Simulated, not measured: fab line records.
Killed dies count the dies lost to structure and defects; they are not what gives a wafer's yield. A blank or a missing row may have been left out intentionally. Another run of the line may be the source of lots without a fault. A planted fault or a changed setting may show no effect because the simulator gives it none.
Check of tool commonality :: flow n5 finfet :: 11 lots, 32 wafers sampled

== THE REASON FOR OPENING IT ==
2 of 11 lots carry a flag on the reading M8_ILD_THK at N5_BEOL_M8_THK_MEAS_01. Fault-free wafers read 155.9 nm, with a standard deviation of 2.1.
Rule: a lot gets a flag if all its wafers with a number sit over 4 standard deviations from that mean, or if no wafer of it has a number. The other lots count as sound.

lot: L584
measured: day 9 21:58
on: film metro-01
M8_ILD_THK (nm), wafer by wafer: 154.1 156.8 158.3
flag: 

lot: L586
measured: day 9 23:19
on: film metro-02
M8_ILD_THK (nm), wafer by wafer: 153.4 156.7 159.5
flag: 

lot: L587
measured: day 10 02:49
on: film metro-01
M8_ILD_THK (nm), wafer by wafer: 178.7 180.0 182.1
flag: FLAGGED

lot: L585
measured: day 10 04:36
on: film metro-02
M8_ILD_THK (nm), wafer by wafer: 179.2 181.5 182.5
flag: FLAGGED

lot: L597
measured: day 13 02:00
on: film metro-02
M8_ILD_THK (nm), wafer by wafer: 153.7 155.4 156.6
flag: 

lot: L598
measured: day 13 06:54
on: film metro-02
M8_ILD_THK (nm), wafer by wafer: 152.6 155.7 157.8
flag: 

lot: L599
measured: day 13 13:46
on: film metro-01
M8_ILD_THK (nm), wafer by wafer: 158.0 159.5 158.1
flag: 

lot: L601
measured: day 13 14:23
on: film metro-02
M8_ILD_THK (nm), wafer by wafer: 154.5 158.0
flag: 

lot: L604
measured: day 14 23:44
on: film metro-02
M8_ILD_THK (nm), wafer by wafer: 156.8 157.3 156.4
flag: 

lot: L603
measured: day 15 01:13
on: film metro-02
M8_ILD_THK (nm), wafer by wafer: 152.9 155.0 155.5
flag: 

lot: L605
measured: day 15 05:31
on: film metro-01
M8_ILD_THK (nm), wafer by wafer: 157.0 158.6 162.5
flag: 
The numbers of the flagged lots are 180.7 nm on average: +24.8 nm against the usual, or +12 standard deviations.

== WHICH TOOL EACH LOT WENT THROUGH ==
3 process steps preceding the reading are held in the record, out of 1938 steps in the route. Read each cell as the tool, then ch plus the chambers that the sampled wafers visited, then the start.
lot: L584
flag: 
N5_BEOL_M7_PRE_CLEAN_45: pvd sputter-03, day 9 18:11
N5_BEOL_M7_DEP_56: pecvd-03 ch 1,2, day 9 20:52
N5_BEOL_M8_CURE_74: uv cure-01 ch 2, day 9 21:32

lot: L586
flag: 
N5_BEOL_M7_PRE_CLEAN_45: pvd sputter-01, day 9 20:37
N5_BEOL_M7_DEP_56: pecvd-01 ch 0,1,2, day 9 22:13
N5_BEOL_M8_CURE_74: uv cure-03 ch 0, day 9 22:49

lot: L587
flag: FLAGGED
N5_BEOL_M7_PRE_CLEAN_45: pvd sputter-01, day 10 00:41
N5_BEOL_M7_DEP_56: pecvd-02 ch 0,1,2, day 10 02:07
N5_BEOL_M8_CURE_74: uv cure-01 ch 2, day 10 02:18

lot: L585
flag: FLAGGED
N5_BEOL_M7_PRE_CLEAN_45: pvd sputter-02, day 10 00:47
N5_BEOL_M7_DEP_56: pecvd-03 ch 0,1,2, day 10 03:52
N5_BEOL_M8_CURE_74: uv cure-03 ch 0, day 10 04:14

lot: L597
flag: 
N5_BEOL_M7_PRE_CLEAN_45: pvd sputter-01, day 12 23:44
N5_BEOL_M7_DEP_56: pecvd-01 ch 0,1,2, day 13 01:15
N5_BEOL_M8_CURE_74: uv cure-02 ch 0, day 13 01:29

lot: L598
flag: 
N5_BEOL_M7_PRE_CLEAN_45: pvd sputter-01, day 13 04:14
N5_BEOL_M7_DEP_56: pecvd-01 ch 1,2, day 13 06:11
N5_BEOL_M8_CURE_74: uv cure-01 ch 0, day 13 06:23

lot: L599
flag: 
N5_BEOL_M7_PRE_CLEAN_45: pvd sputter-02, day 13 11:19
N5_BEOL_M7_DEP_56: pecvd-03 ch 0,2, day 13 13:02
N5_BEOL_M8_CURE_74: uv cure-01 ch 2, day 13 13:14

lot: L601
flag: 
N5_BEOL_M7_PRE_CLEAN_45: pvd sputter-02, day 13 11:48
N5_BEOL_M7_DEP_56: pecvd-03 ch 0,2, day 13 13:40
N5_BEOL_M8_CURE_74: uv cure-03 ch 2, day 13 13:57

lot: L604
flag: 
N5_BEOL_M7_PRE_CLEAN_45: pvd sputter-03, day 14 20:56
N5_BEOL_M7_DEP_56: pecvd-02 ch 0,1, day 14 22:53
N5_BEOL_M8_CURE_74: uv cure-01 ch 2, day 14 23:23

lot: L603
flag: 
N5_BEOL_M7_PRE_CLEAN_45: pvd sputter-02, day 14 21:28
N5_BEOL_M7_DEP_56: pecvd-01 ch 0,1,2, day 15 00:31
N5_BEOL_M8_CURE_74: uv cure-03 ch 1, day 15 00:47

lot: L605
flag: 
N5_BEOL_M7_PRE_CLEAN_45: pvd sputter-02, day 15 01:34
N5_BEOL_M7_DEP_56: pecvd-01 ch 1,2, day 15 04:48
N5_BEOL_M8_CURE_74: uv cure-01 ch 2, day 15 05:09
What these steps do:
- N5_BEOL_M7_PRE_CLEAN_45: time 30 s.
- N5_BEOL_M7_DEP_56: deposits SiCN from 3MS/NH3, target thk 10 nm, time 17.5 s.
- N5_BEOL_M8_CURE_74: cures SiCOH lowk, time 240 s.
- N5_BEOL_M8_THK_MEAS_01

== FLAGGED OVER TOTAL, TOOL BY TOOL (the gauges that took the reading come last) ==
step: N5_BEOL_M7_PRE_CLEAN_45
tool: pvd sputter-01
lots run: 4
flagged: 1
share of the flagged lots: some
sound lots run after its first flagged lot: 2 (L597,L598)

step: N5_BEOL_M7_PRE_CLEAN_45
tool: pvd sputter-02
lots run: 5
flagged: 1
share of the flagged lots: some
sound lots run after its first flagged lot: 4 (L599,L601,L603,L605)

step: N5_BEOL_M7_PRE_CLEAN_45
tool: pvd sputter-03
lots run: 2
flagged: 0
share of the flagged lots: none
sound lots run after its first flagged lot: -

step: N5_BEOL_M7_DEP_56
tool: pecvd-01
lots run: 5
flagged: 0
share of the flagged lots: none
sound lots run after its first flagged lot: -

step: N5_BEOL_M7_DEP_56
tool: pecvd-02
lots run: 2
flagged: 1
share of the flagged lots: some
sound lots run after its first flagged lot: 1 (L604)

step: N5_BEOL_M7_DEP_56
tool: pecvd-03
lots run: 4
flagged: 1
share of the flagged lots: some
sound lots run after its first flagged lot: 2 (L599,L601)

step: N5_BEOL_M8_CURE_74
tool: uv cure-01
lots run: 6
flagged: 1
share of the flagged lots: some
sound lots run after its first flagged lot: 4 (L598,L599,L604,L605)

step: N5_BEOL_M8_CURE_74
tool: uv cure-02
lots run: 1
flagged: 0
share of the flagged lots: none
sound lots run after its first flagged lot: -

step: N5_BEOL_M8_CURE_74
tool: uv cure-03
lots run: 4
flagged: 1
share of the flagged lots: some
sound lots run after its first flagged lot: 2 (L601,L603)

step: N5_BEOL_M8_THK_MEAS_01
tool: film metro-01
lots run: 4
flagged: 1
share of the flagged lots: some
sound lots run after its first flagged lot: 2 (L599,L605)

step: N5_BEOL_M8_THK_MEAS_01
tool: film metro-02
lots run: 7
flagged: 1
share of the flagged lots: some
sound lots run after its first flagged lot: 5 (L597,L598,L601,L604,L603)

== THE TABLE: WHAT IT ALLOWS ==
No row of the table ran every flagged lot.

== WHAT THE SIMULATOR PUT IN ==
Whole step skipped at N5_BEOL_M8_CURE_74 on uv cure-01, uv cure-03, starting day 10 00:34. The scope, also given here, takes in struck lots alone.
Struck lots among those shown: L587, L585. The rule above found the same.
